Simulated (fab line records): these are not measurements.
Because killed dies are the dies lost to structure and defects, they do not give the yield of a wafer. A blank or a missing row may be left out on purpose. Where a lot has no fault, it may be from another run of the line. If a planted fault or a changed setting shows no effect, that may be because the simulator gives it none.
fab line records	flow nand_harc	part 1 of 2: steps 1 to 26 of 41
[record] lots = 5	wafers = 15	last_day = 24
route steps=1159 shown A_BLC@964 A_M0@994
lots that met no fault: taken from a fault-free run of the same line
start_h: hours from the record's opening day to when the first of the lot's shown wafers began	wait_h: time in hours since the lot's previous step	" identical to the entry in the row above	L1.1+2: several wafers, shown together as one row	- no value, or no start was given	* or withheld: withheld	< > ~ a bound
route shown NAME@n: a module of which the file shows steps, and the number in the route of the first	usual: average and standard deviation across the fault-free wafers	same: alike in all rows	chamber/n: place in a boat	sites: per-site readings	_std_site: standard deviation across them	_edge_site: the outer-site mean with the inner-site mean subtracted	radius_mm: for every site, how far away it sits from the centre of the wafer	mask NAME#n: copy n	behind: the most recent tool/chamber to have shaped the wafer	hold: why the lot went on hold/how many hours it stayed there/how the hold came to an end	device: names the non-switching transistor (n, p or np)	end of line: the tests these same wafers got at the end of their route	a step without rows: its recipe alone	killed: not the wafer's yield, but the dies lost to structure and defects at the first sort	map: per-die view of a wafer (x killed, . not killed, _ where there is no die)
set.NAME: setting as actually run; set.NAME@STEP: the setting as run at that earlier step	model.NAME: the simulator's own value behind a step, which no gauge read
lots at selected steps of the route; one table per step, one row per wafer
services: from which hour (start_h, from the record's first day; less than 0 if before it) a tool's chamber was out of use, for how many hours, and why
[[steps]]
[step NHARC_A_BLC_DEHYDRATE_00]
[recipe] temp_c = 150	time_s = 120
lot.wafer	tool	chamber	start_h	wait_h
L078.2+3+4	litho_track-04	0	405.44	0.1
L077.1+4+6	litho_track-06	0	406.62	0.1
L086.2+4+5	litho_track-01	0	458.92	0.1
L087.1+2+4	litho_track-01	0	461.36	0.1
L095.4+5+6	litho_track-01	0	523.64	0.1
[step NHARC_A_BLC_HMDS_01]
[recipe] time_s = 30
lot.wafer	tool	chamber	start_h	wait_h
L078.2+3+4	litho_track-04	0	-	-
L077.1+4+6	litho_track-06	0	-	-
L086.2+4+5	litho_track-01	0	-	-
L087.1+2+4	litho_track-01	0	-	-
L095.4+5+6	litho_track-01	0	-	-
[step NHARC_A_BLC_COAT_02]
[recipe] temp_c = 260	time_s = 75
lot.wafer	tool	chamber	start_h	wait_h
L078.2+3+4	litho_track-04	0	-	-
L077.1+4+6	litho_track-06	0	-	-
L086.2+4+5	litho_track-01	0	-	-
L087.1+2+4	litho_track-01	0	-	-
L095.4+5+6	litho_track-01	0	-	-
[step NHARC_A_BLC_COAT_03]
[recipe] temp_c = 225	time_s = 65
lot.wafer	tool	chamber	start_h	wait_h
L078.2+3+4	litho_track-04	0	-	-
L077.1+4+6	litho_track-06	0	-	-
L086.2+4+5	litho_track-01	0	-	-
L087.1+2+4	litho_track-01	0	-	-
L095.4+5+6	litho_track-01	0	-	-
[step NHARC_A_BLC_COAT_04]
[recipe] spin_rpm = 1500	resist_thk_nm = 90
lot.wafer	tool	chamber	start_h	wait_h
L078.2+3+4	litho_track-04	0	-	-
L077.1+4+6	litho_track-06	0	-	-
L086.2+4+5	litho_track-01	0	-	-
L087.1+2+4	litho_track-01	0	-	-
L095.4+5+6	litho_track-01	0	-	-
[step NHARC_A_BLC_SOFTBAKE_05]
[recipe] temp_c = 105	time_s = 55
lot.wafer	tool	chamber	start_h	wait_h
L078.2+3+4	litho_track-04	0	-	-
L077.1+4+6	litho_track-06	0	-	-
L086.2+4+5	litho_track-01	0	-	-
L087.1+2+4	litho_track-01	0	-	-
L095.4+5+6	litho_track-01	0	-	-
[step NHARC_A_BLC_EBR_06]
lot.wafer	tool	chamber	start_h	wait_h
L078.2+3+4	litho_track-04	0	-	-
L077.1+4+6	litho_track-06	0	-	-
L086.2+4+5	litho_track-01	0	-	-
L087.1+2+4	litho_track-01	0	-	-
L095.4+5+6	litho_track-01	0	-	-
[step NHARC_A_BLC_EXPOSE_07]
[recipe] na = 1.35	target_cd_nm = 100	dose_mj = 67.97	mask_id = A_BLC
[usual] focus_offset_nm = 0.0/0.51
lot.wafer	tool	chamber	start_h	wait_h	mask	focus_offset_nm
L078.2	arfi_scanner-01	0	405.75	-	A_BLC#0	0.0
L078.3	"	0	"	"	A_BLC#0	0.0
L078.4	"	0	"	"	A_BLC#0	0.2
L077.1	arfi_scanner-02	0	406.93	-	A_BLC#0	0.7
L077.4	"	0	"	"	A_BLC#0	0.5
L077.6	"	0	"	"	A_BLC#0	0.7
L086.2	arfi_scanner-03	0	459.11	-	A_BLC#0	-0.1
L086.4	"	0	"	"	A_BLC#0	-0.2
L086.5	"	0	"	"	A_BLC#0	-0.2
L087.1	arfi_scanner-01	0	461.67	-	A_BLC#0	0.3
L087.2	"	0	"	"	A_BLC#0	-0.1
L087.4	"	0	"	"	A_BLC#0	-1.1
L095.4	arfi_scanner-01	0	523.96	-	A_BLC#0	0.0
L095.5	"	0	"	"	A_BLC#0	0.0
L095.6	"	0	"	"	A_BLC#0	1.2
[step NHARC_A_BLC_PEB_08]
[recipe] peb_temp_c = 100	peb_time_s = 65
lot.wafer	tool	chamber	start_h	wait_h
L078.2+3+4	litho_track-06	0	405.81	0.1
L077.1+4+6	litho_track-01	0	406.99	0.1
L086.2+4+5	litho_track-06	0	459.17	0.1
L087.1+2+4	litho_track-04	0	461.72	0.1
L095.4+5+6	litho_track-01	0	524.02	0.0
[step NHARC_A_BLC_DEVELOP_09]
[recipe] develop_time_s = 35	dev_temp_c = 23
lot.wafer	tool	chamber	start_h	wait_h
L078.2+3+4	litho_track-06	0	-	-
L077.1+4+6	litho_track-01	0	-	-
L086.2+4+5	litho_track-06	0	-	-
L087.1+2+4	litho_track-04	0	-	-
L095.4+5+6	litho_track-01	0	-	-
[step NHARC_A_BLC_CD_MEAS_10]
[recipe] target_cd_nm = 100	landing_energy_ev = 500
[usual] cd_nm = 99.9/0.53
lot.wafer	tool	chamber	start_h	wait_h	cd_nm
L078.2	cd_sem-03	0	405.89	-	101.6
L078.3	"	0	"	"	100.5
L078.4	"	0	"	"	100.1
L077.1	cd_sem-01	0	407.07	-	99.3
L077.4	"	0	"	"	99.5
L077.6	"	0	"	"	99.8
L086.2	cd_sem-02	0	459.25	-	100.3
L086.4	"	0	"	"	100.7
L086.5	"	0	"	"	100.6
L087.1	cd_sem-02	0	461.80	-	99.5
L087.2	"	0	"	"	99.9
L087.4	"	0	"	"	100.4
L095.4	cd_sem-02	0	524.10	-	100.4
L095.5	"	0	"	"	99.7
L095.6	"	0	"	"	99.1
[step NHARC_A_BLC_OVL_MEAS_11]
[usual] overlay_x_nm = 0.2/0.64	overlay_y_nm = 0.0/0.87
lot.wafer	tool	chamber	start_h	wait_h	overlay_x_nm	overlay_y_nm
L078.2	overlay-02	-	405.97	-	0.3	-0.2
L078.3	"	-	"	"	0.1	-0.1
L078.4	"	-	"	"	0.7	0.1
L077.1	overlay-02	-	407.17	-	-0.6	0.3
L077.4	"	-	"	"	-0.5	-0.3
L077.6	"	-	"	"	-0.5	0.7
L086.2	overlay-02	-	459.33	-	1.0	0.2
L086.4	"	-	"	"	1.3	1.0
L086.5	"	-	"	"	0.5	0.8
L087.1	overlay-01	-	461.89	-	1.0	0.2
L087.2	"	-	"	"	0.7	0.4
L087.4	"	-	"	"	0.5	0.4
L095.4	overlay-02	-	524.18	-	0.7	-0.2
L095.5	"	-	"	"	1.4	-0.3
L095.6	"	-	"	"	1.2	0.1
[step NHARC_A_BLC_INSPECT_12]
[usual] raw_defect_count = 30/11
lot.wafer	tool	chamber	start_h	wait_h	raw_defect_count
L078.2	defect_inspect-01	-	406.01	0.0	20
L078.3	"	-	"	"	24
L078.4	"	-	"	"	25
L077.1	defect_inspect-01	-	407.21	0.0	10
L077.4	"	-	"	"	26
L077.6	"	-	"	"	23
L086.2	defect_inspect-02	-	459.37	0.0	17
L086.4	"	-	"	"	23
L086.5	"	-	"	"	35
L087.1	defect_inspect-01	-	461.93	0.0	26
L087.2	"	-	"	"	31
L087.4	"	-	"	"	30
L095.4	defect_inspect-01	-	524.22	0.0	63
L095.5	"	-	"	"	58
L095.6	"	-	"	"	74
[step NHARC_A_BLC_DESCUM_15]
[recipe] time_s = 3	o2_flow_sccm = 200	ar_flow_sccm = 0	bias_power_w = 0	chemistry = O2
[usual] drypump_motor_current_A = 5.9/0.5	oes_product_au = 0.998/0.01	rf_vpp_V = 58.1/0.85	showerhead_plenum_p_Torr = 1.97/0.055	throttle_valve_pct = 11.311/0.0082
lot.wafer	tool	chamber	start_h	wait_h	drypump_motor_current_A	oes_product_au	rf_hours_counter_h	rf_vpp_V	showerhead_plenum_p_Torr	throttle_valve_pct
L078.4	rie_diel-05	1	406.07	0.1	6.6	0.992	5	58.2	2.04	11.301
L078.2	"	2	"	"	5.0	1.001	5	58.4	1.92	11.311
L078.3	"	0	"	"	6.2	1.005	5	58.9	1.98	11.312
L077.1	rie_diel-08	0	407.27	0.1	5.3	0.990	13	56.7	1.96	11.305
L077.4	"	2	"	"	5.3	0.990	12	57.5	1.97	11.310
L077.6	"	1	"	"	6.3	1.007	-	56.4	1.97	11.305
L086.2	rie_diel-08	1	459.45	0.1	6.3	1.010	18	58.4	1.97	11.317
L086.5	"	2	"	"	5.3	0.999	-	57.4	1.97	11.299
L086.4	"	1	"	"	6.3	1.008	-	58.3	1.97	11.323
L087.2	rie_diel-08	3	462.01	0.1	6.0	0.990	18	58.0	2.02	11.300
L087.1	"	1	"	"	6.3	1.012	18	57.6	1.97	11.324
L087.4	"	3	"	"	6.0	0.995	-	58.1	2.02	11.310
L095.4	rie_diel-09	0	524.28	0.1	5.6	0.983	33	57.8	1.90	11.320
L095.6	"	0	"	"	5.6	0.982	-	58.3	1.90	11.313
L095.5	"	1	"	"	6.1	0.989	-	55.8	1.81	11.310
[step NHARC_A_BLC_ETCH_16]
[recipe] target_depth_a = 390	over_etch_frac = 0.3	time_s = 65	ion_energy_ev = 80	cf4_flow_sccm = 150	ar_flow_sccm = 0	rf_w = 300	bias_w = 100	chemistry = CF4
[usual] drypump_motor_current_A = 5.9/0.51	oes_product_au = 0.997/0.0087	rf_vpp_V = 151.8/1	showerhead_plenum_p_Torr = 1.82/0.048	throttle_valve_pct = 13.282/0.0081
lot.wafer	tool	chamber	start_h	wait_h	drypump_motor_current_A	oes_product_au	rf_hours_counter_h	rf_vpp_V	showerhead_plenum_p_Torr	throttle_valve_pct
L078.3	rie_diel-05	0	406.16	0.1	6.2	1.005	5	152.5	1.83	13.282
L078.2	"	1	"	"	6.6	0.993	5	154.5	1.87	13.280
L078.4	"	3	"	"	5.7	1.006	5	151.7	1.81	13.281
L077.1	rie_diel-08	2	407.36	0.1	5.3	1.000	12	151.0	1.82	13.275
L077.4	"	3	"	"	6.0	0.997	10	151.8	1.86	13.278
L077.6	"	2	"	"	5.3	0.999	-	151.7	1.82	13.278
L086.2	rie_diel-08	2	459.54	0.1	5.3	1.002	19	151.8	1.82	13.278
L086.5	"	1	"	"	6.3	1.006	-	150.6	1.82	13.294
L086.4	"	3	"	"	6.0	0.999	-	152.3	1.86	13.275
L087.1	rie_diel-08	3	462.10	0.1	6.0	0.997	18	152.6	1.86	13.283
L087.2	"	2	"	"	5.3	0.988	20	151.4	1.82	13.293
L087.4	"	3	"	"	6.0	0.990	-	153.9	1.86	13.270
L095.4	rie_diel-09	3	524.47	0.2	6.6	1.001	26	149.2	1.65	13.298
L095.5	"	1	"	"	6.2	1.004	-	150.5	1.68	13.262
L095.6	"	2	"	"	6.5	0.985	-	150.8	1.66	13.284
[step NHARC_A_BLC_ETCH_17]
[recipe] target_depth_a = 3900	over_etch_frac = 0.25	time_s = 609.38	ion_energy_ev = 200	n2_flow_sccm = 150	h2_flow_sccm = 150	ar_flow_sccm = 0	rf_w = 400	bias_w = 150	chemistry = N2/H2
[usual] drypump_motor_current_A = 5.9/0.49	h2_flow_sccm = 150.0/0.45	oes_product_au = 0.997/0.0096	rf_vpp_V = 432.2/1.8	showerhead_plenum_p_Torr = 2.10/0.061	throttle_valve_pct = 14.171/0.0087
lot.wafer	tool	chamber	start_h	wait_h	drypump_motor_current_A	h2_flow_sccm	oes_product_au	rf_hours_counter_h	rf_vpp_V	showerhead_plenum_p_Torr	throttle_valve_pct
L078.3	rie_diel-05	0	-	-	6.2	150.2	0.983	5	432.7	2.11	14.168
L078.4	"	1	"	"	6.6	150.2	1.000	5	434.2	2.18	14.168
L078.2	"	2	"	"	5.0	150.5	1.010	5	429.1	2.05	14.179
L077.1	rie_diel-08	0	-	-	5.3	149.6	0.984	13	432.5	2.09	14.161
L077.4	"	1	"	"	6.3	149.2	1.010	11	433.6	2.10	14.171
L077.6	"	3	"	"	6.0	148.8	0.987	-	433.6	2.16	14.174
L086.2	rie_diel-08	1	-	-	6.3	149.7	1.005	18	430.5	2.10	14.171
L086.4	"	2	"	"	5.3	149.9	0.994	-	432.6	2.10	14.158
L086.5	"	1	"	"	6.3	150.0	1.016	-	431.9	2.10	14.157
L087.1	rie_diel-08	1	-	-	6.3	150.7	0.995	18	430.5	2.10	14.155
L087.2	"	3	"	"	6.0	149.6	0.993	18	434.2	2.15	14.167
L087.4	"	1	"	"	6.3	149.9	1.000	-	433.4	2.10	14.180
L095.4	rie_diel-09	3	-	-	6.6	150.1	0.999	26	426.1	1.89	14.180
L095.5	"	3	"	"	6.6	149.6	0.999	-	426.8	1.89	14.162
L095.6	"	0	"	"	5.7	149.7	0.976	-	431.2	2.03	14.175
[step NHARC_A_BLC_ETCH_18]
[recipe] target_depth_a = 9100	c4f8_flow_sccm = 20	o2_flow_sccm = 10	ar_flow_sccm = withheld	rf_w = 600	bias_w = 1500	chemistry = C4F8/O2/Ar
[usual] oes_product_au = 0.949/0.021	rf_vpp_V = 982/3.9
lot.wafer	tool	chamber	start_h	wait_h	oes_product_au	rf_hours_counter_h	rf_vpp_V
L078.3	rie_diel-05	0	-	-	0.973	5	984
L078.4	"	1	"	"	0.949	5	987
L078.2	"	2	"	"	0.966	5	978
L077.1	rie_diel-08	0	-	-	0.920	13	979
L077.4	"	2	"	"	0.938	12	983
L077.6	"	0	"	"	0.916	-	981
L086.2	rie_diel-08	1	-	-	0.932	18	982
L086.5	"	2	"	"	0.933	-	982
L086.4	"	1	"	"	0.935	-	980
L087.2	rie_diel-08	2	-	-	0.923	20	983
L087.1	"	3	"	"	0.954	18	984
L087.4	"	1	"	"	0.926	-	981
L095.4	rie_diel-09	3	-	-	0.929	27	970
L095.6	"	2	"	"	0.929	-	969
L095.5	"	3	"	"	0.936	-	970
[step NHARC_A_BLC_CD_MEAS_19]
[usual] cd_nm = 100.1/1.8
lot.wafer	tool	chamber	start_h	wait_h	cd_nm
L078.2	cd_sem-02	-	407.05	-	103.2
L078.3	"	-	"	"	99.5
L078.4	"	-	"	"	100.5
L077.1	cd_sem-03	-	408.24	-	95.8
L077.4	"	-	"	"	101.5
L077.6	"	-	"	"	98.3
L086.2	cd_sem-02	-	460.59	-	100.1
L086.4	"	-	"	"	99.2
L086.5	"	-	"	"	100.5
L087.1	cd_sem-01	-	463.14	-	101.4
L087.2	"	-	"	"	102.1
L087.4	"	-	"	"	100.6
L095.4	cd_sem-03	-	525.37	-	100.9
L095.5	"	-	"	"	99.2
L095.6	"	-	"	"	99.0
[step NHARC_A_BLC_STRIP_29]
[recipe] cf4_flow_sccm = 150	ar_flow_sccm = 0	bias_w = 0	chemistry = CF4
[usual] drypump_motor_current_A = 5.9/0.52	oes_product_au = 0.999/0.01	rf_vpp_V = 59.5/0.95	showerhead_plenum_p_Torr = 1.80/0.061	throttle_valve_pct = 13.284/0.0088
lot.wafer	tool	chamber	start_h	wait_h	drypump_motor_current_A	oes_product_au	rf_hours_counter_h	rf_vpp_V	showerhead_plenum_p_Torr	throttle_valve_pct
L078.2	rie_diel-05	3	407.12	0.1	5.6	0.990	6	60.0	1.81	13.265
L078.3	"	1	"	"	6.6	0.985	5	61.6	1.87	13.281
L078.4	"	2	"	"	5.0	1.011	5	57.4	1.78	13.282
L077.1	rie_diel-09	1	408.35	0.1	6.2	1.005	54	58.9	1.69	13.279
L077.4	"	2	"	"	6.5	0.983	-	58.1	1.67	13.287
L077.6	"	3	"	"	6.6	1.002	-	59.1	1.66	13.281
L086.2	rie_diel-05	3	460.66	0.1	5.7	1.003	10	58.8	1.81	13.279
L086.4	"	1	"	"	6.6	1.000	10	59.4	1.87	13.286
L086.5	"	0	"	"	6.2	0.993	-	59.1	1.83	13.283
L087.1	rie_diel-05	2	463.22	0.1	5.0	1.016	10	58.2	1.78	13.295
L087.4	"	3	"	"	5.6	1.002	10	60.4	1.81	13.284
L087.2	"	0	"	"	6.2	0.996	10	60.5	1.83	13.287
L095.4	rie_diel-09	1	525.45	0.1	6.1	0.996	33	58.8	1.68	13.265
L095.5	"	0	"	"	5.6	0.988	-	60.0	1.76	13.284
L095.6	"	1	"	"	6.2	0.991	-	60.8	1.68	13.287
[step NHARC_A_BLC_STRIP_21]
[recipe] o2_flow_sccm = 500	ar_flow_sccm = 0	bias_w = 0	chemistry = O2
[usual] drypump_motor_current_A = 5.9/0.52	oes_product_au = 0.999/0.011	rf_vpp_V = 57.9/0.86	showerhead_plenum_p_Torr = 3.59/0.12	throttle_valve_pct = 17.036/0.0097
lot.wafer	tool	chamber	start_h	wait_h	drypump_motor_current_A	oes_product_au	rf_hours_counter_h	rf_vpp_V	showerhead_plenum_p_Torr	throttle_valve_pct
L078.2	rie_diel-05	3	407.24	0.1	5.7	0.995	6	57.2	3.62	17.052
L078.4	"	0	"	"	6.2	0.991	5	58.3	3.64	17.039
L078.3	"	1	"	"	6.6	0.981	5	57.8	3.74	17.052
L077.1	rie_diel-09	1	408.46	0.1	6.2	0.991	54	57.6	3.37	17.032
L077.4	"	3	"	"	6.7	0.991	-	57.9	3.31	17.048
L077.6	"	2	"	"	6.5	0.980	-	59.0	3.33	17.028
L086.4	rie_diel-05	3	460.77	0.1	5.6	1.001	10	59.0	3.61	17.036
L086.2	"	1	"	"	6.7	0.987	10	58.2	3.74	17.024
L086.5	"	0	"	"	6.2	0.996	-	57.1	3.64	17.033
L087.4	rie_diel-05	3	463.33	0.1	5.7	1.015	10	58.2	3.61	17.030
L087.2	"	0	"	"	6.2	0.991	10	57.0	3.64	17.038
L087.1	"	1	"	"	6.6	0.987	10	60.6	3.74	17.031
L095.4	rie_diel-09	2	525.58	0.1	6.5	0.986	31	58.2	3.31	17.035
L095.6	"	0	"	"	5.7	0.983	-	58.5	3.51	17.032
L095.5	"	1	"	"	6.2	1.002	-	59.1	3.35	17.032
[step NHARC_A_BLC_STRIP_22]
[recipe] time_s = 600	temp_c = 30	chemistry = post_etch_residue_remover
lot.wafer	tool	chamber	start_h	wait_h
L078.2+3+4	wet_bench-07	7,0,4	407.38	-
L077.6+1+4	wet_bench-03	0,2,4	408.62	-
L086.5+4+2	wet_bench-07	6,0,1	460.92	-
L087.4+2+1	wet_bench-07	5,7,1	463.48	-
L095.6+4+5	wet_bench-05	1,3,4	525.71	-
[step NHARC_A_BLC_DEGAS_30]
[recipe] temp_c = 300	time_s = 60
[usual] heater_power_w = 482/55
lot.wafer	tool	chamber	start_h	wait_h	heater_power_w
L078.2	pvd_sputter-01	-	407.66	-	381
L078.3	"	-	"	"	456
L078.4	"	-	"	"	487
L077.4	pvd_sputter-03	-	408.88	-	491
L077.1	"	-	"	"	550
L077.6	"	-	"	"	474
L086.2	pvd_sputter-01	-	461.20	-	495
L086.4	"	-	"	"	442
L086.5	"	-	"	"	442
L087.2	pvd_sputter-02	-	463.74	-	498
L087.1	"	-	"	"	486
L087.4	"	-	"	"	522
L095.4	pvd_sputter-02	-	526.02	-	531
L095.6	"	-	"	"	529
L095.5	"	-	"	"	498
[step NHARC_A_BLC_PRE_CLEAN_31]
[recipe] time_s = 15	bias_v = 250	gas = Ar
[usual] bias_v = 249.7/2.5
lot.wafer	tool	chamber	start_h	wait_h	bias_v
L078.2	pvd_sputter-01	-	-	-	250.7
L078.3	"	-	"	"	247.9
L078.4	"	-	"	"	253.5
L077.4	pvd_sputter-03	-	-	-	251.9
L077.1	"	-	"	"	248.5
L077.6	"	-	"	"	250.5
L086.2	pvd_sputter-01	-	-	-	247.3
L086.4	"	-	"	"	248.3
L086.5	"	-	"	"	246.8
L087.4	pvd_sputter-02	-	-	-	247.9
L087.2	"	-	"	"	251.2
L087.1	"	-	"	"	254.8
L095.4	pvd_sputter-02	-	-	-	249.3
L095.5	"	-	"	"	246.6
L095.6	"	-	"	"	249.9
[step NHARC_A_BLC_PVD_32]
[recipe] target_thk_a = 50	chamber_pressure_pa = 5	power_w = 5000	substrate_temp_c = 200	time_s = 17.7	material = Ti
[usual] throttle_valve_pct = 30.1/0.79
lot.wafer	tool	chamber	start_h	wait_h	throttle_valve_pct
L078.2	pvd_sputter-01	-	-	-	29.8
L078.4	"	-	"	"	29.4
L078.3	"	-	"	"	30.5
L077.4	pvd_sputter-03	-	-	-	30.1
L077.1	"	-	"	"	29.9
L077.6	"	-	"	"	30.5
L086.2	pvd_sputter-01	-	-	-	29.2
L086.4	"	-	"	"	30.5
L086.5	"	-	"	"	29.9
L087.2	pvd_sputter-02	-	-	-	31.6
L087.1	"	-	"	"	31.8
L087.4	"	-	"	"	29.5
L095.4	pvd_sputter-02	-	-	-	31.2
L095.6	"	-	"	"	31.5
L095.5	"	-	"	"	29.7
[step NHARC_A_BLC_ALD_23]
[recipe] target_thk_a = 30	pulse_time_s = 1	ald_cycles = 150	temp_c = 450	material = TiN
[usual] heater_power_w = 1068/140	precursor_pulse_height_rel = 0.999/0.022
lot.wafer	tool	chamber	start_h	wait_h	heater_power_w	precursor_pulse_height_rel
L078.2	ald_metal-03	1	407.89	-	1043	0.977
L078.3	"	2	"	"	1244	0.934
L078.4	"	0	"	"	893	1.023
L077.1	ald_metal-02	1	409.15	-	1073	0.989
L077.4	"	3	"	"	1367	0.982
L077.6	"	1	"	"	1078	0.988
L086.2	ald_metal-02	1	461.45	-	1101	1.011
L086.4	"	3	"	"	1384	1.016
L086.5	"	1	"	"	1094	1.040
L087.1	ald_metal-03	2	463.99	-	1227	1.017
L087.4	"	0	"	"	880	1.020
L087.2	"	1	"	"	1018	0.988
L095.4	ald_metal-01	3	526.28	-	1163	1.009
L095.5	"	2	"	"	1068	0.986
L095.6	"	3	"	"	1174	1.006
[step NHARC_A_BLC_CVD_24]
[recipe] target_thk_a = 1500	temp_c = 300	pressure_torr = 40	wf6_flow_sccm = 40	h2_flow_sccm = 1600	ar_flow_sccm = 1560	time_s = 434	material = W
[usual] heater_power_w = 426/31	throttle_valve_pct = 8.21/0.26
lot.wafer	tool	chamber	start_h	wait_h	heater_power_w	throttle_valve_pct
L078.2	cvd_w-02	1	-	-	425	8.03
L078.4	"	0	"	"	382	8.24
L078.3	"	1	"	"	417	7.97
L077.1	cvd_w-01	0	-	-	430	8.16
L077.4	"	1	"	"	480	8.48
L077.6	"	1	"	"	475	8.33
L086.2	cvd_w-02	1	-	-	432	7.99
L086.4	"	0	"	"	393	8.27
L086.5	"	1	"	"	438	7.87
L087.1	cvd_w-02	1	-	-	441	7.83
L087.2	"	0	"	"	391	8.61
L087.4	"	1	"	"	435	8.06
L095.4	cvd_w-02	0	-	-	392	8.64
L095.5	"	0	"	"	397	8.35
L095.6	"	1	"	"	427	8.08
